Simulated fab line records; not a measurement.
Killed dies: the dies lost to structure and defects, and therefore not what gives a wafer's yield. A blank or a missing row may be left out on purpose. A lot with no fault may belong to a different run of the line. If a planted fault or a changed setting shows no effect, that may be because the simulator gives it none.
What tool caused it?	flow n5 finfet	Sampling: 10 lots, 29 wafers, 4 of 1938 route steps

## WHAT THE GAUGES READ, wafer by wafer
N5_FIN_SAQP_CD_MEAS_16: the cd target is 35.6 nm.
lot	measured	on	cd nm (nm)
L878	day 1 21:32	cd sem-03	35.5 35.4 35.2
L884	day 3 09:22	cd sem-03	35.2 35.7 35.2
L885	day 3 15:46	cd sem-03	35.7 35.5 35.5
L886	day 3 21:37	cd sem-03	35.2 35.6 35.3
L887	day 4 03:10	cd sem-03	35.8 30.9 31.4
L889	day 4 15:59	cd sem-01	35.5 35.8 31.0
L891	day 5 06:23	cd sem-02	35.6 31.4
L893	day 5 16:31	cd sem-01	35.5 35.4 35.5
L899	day 7 04:05	cd sem-01	36.1 35.9 35.5
L901	day 7 15:40	cd sem-01	35.7 35.3 35.7

## WHAT TOOL EACH LOT RAN ON (gives the tool, then ch and the chambers of the sampled wafers, and finally the start)
lot	N5_WELL_APT_RTA_34	N5_PMOS_HMC_CHANNEL_EPI_EPI_26	N5_FIN_SAQP_EXPOSE_13
L878	rtp anneal-02 ch 0, day 1 15:56	epi rpcvd-02 ch 0, day 1 19:37	arfi scanner-01 ch 0, day 1 21:25
L884	rtp anneal-01 ch 0, day 3 03:47	epi rpcvd-03 ch 0, day 3 07:38	arfi scanner-01 ch 0, day 3 09:14
L885	rtp anneal-01 ch 0, day 3 10:12	epi rpcvd-01 ch 0, day 3 14:08	arfi scanner-01 ch 0, day 3 15:38
L886	rtp anneal-02 ch 0, day 3 16:10	epi rpcvd-01 ch 0, day 3 20:02	arfi scanner-01 ch 0, day 3 21:29
L887	rtp anneal-01 ch 0, day 3 21:41	epi rpcvd-01 ch 0, day 4 01:34	arfi scanner-01 ch 0, day 4 03:02
L889	rtp anneal-01 ch 0, day 4 10:03	epi rpcvd-02 ch 0, day 4 13:59	arfi scanner-01 ch 0, day 4 15:52
L891	rtp anneal-01 ch 0, day 4 22:13	epi rpcvd-01 ch 0, day 5 02:08	arfi scanner-01 ch 0, day 5 06:16
L893	rtp anneal-01 ch 0, day 5 10:29	epi rpcvd-01 ch 0, day 5 14:52	arfi scanner-02 ch 0, day 5 16:23
L899	rtp anneal-01 ch 0, day 6 22:30	epi rpcvd-02 ch 0, day 7 02:19	arfi scanner-03 ch 0, day 7 03:58
L901	rtp anneal-01 ch 0, day 7 09:56	epi rpcvd-01 ch 0, day 7 14:04	arfi scanner-01 ch 0, day 7 15:32
- N5_WELL_APT_RTA_34: time 10 s.
- N5_PMOS_HMC_CHANNEL_EPI_EPI_26: deposits Si from SiH4/H2, target thk 3.8 nm, time 22.7 s.
- N5_FIN_SAQP_EXPOSE_13: exposes mask FIN CORE, target cd 35.6 nm.

## THE ANSWER, worked out from the rows above alone
Rule: usual is defined by the lots themselves. The widest of any qualifying gaps counts: lots, ordered by their means at a reading, are off when they make up no more than a third of the lots, leave a main group of 4 or more, and stand apart from it by 3 or more times the standard deviation of that group's means. A main group whose means are all the same, to the digits that the tables above print for the reading, isn't used. A lot without any number at a reading at which 4 lots or more have one is off too. Where the step has rows for the other lots, those lots are counted as sound.
Off: L887, L889, L891 (N5_FIN_SAQP_CD_MEAS_16, cd nm). Main group: mean 35.5 nm, sd 0.16.
If a tool, at a process step before that reading, ran all the lots that are off and no sound lot after the first of them, it fits. Gauges at N5_FIN_SAQP_CD_MEAS_16: tried the same way as those tools. None of those tried fits.

## WHAT THE SIMULATOR HAD PUT IN
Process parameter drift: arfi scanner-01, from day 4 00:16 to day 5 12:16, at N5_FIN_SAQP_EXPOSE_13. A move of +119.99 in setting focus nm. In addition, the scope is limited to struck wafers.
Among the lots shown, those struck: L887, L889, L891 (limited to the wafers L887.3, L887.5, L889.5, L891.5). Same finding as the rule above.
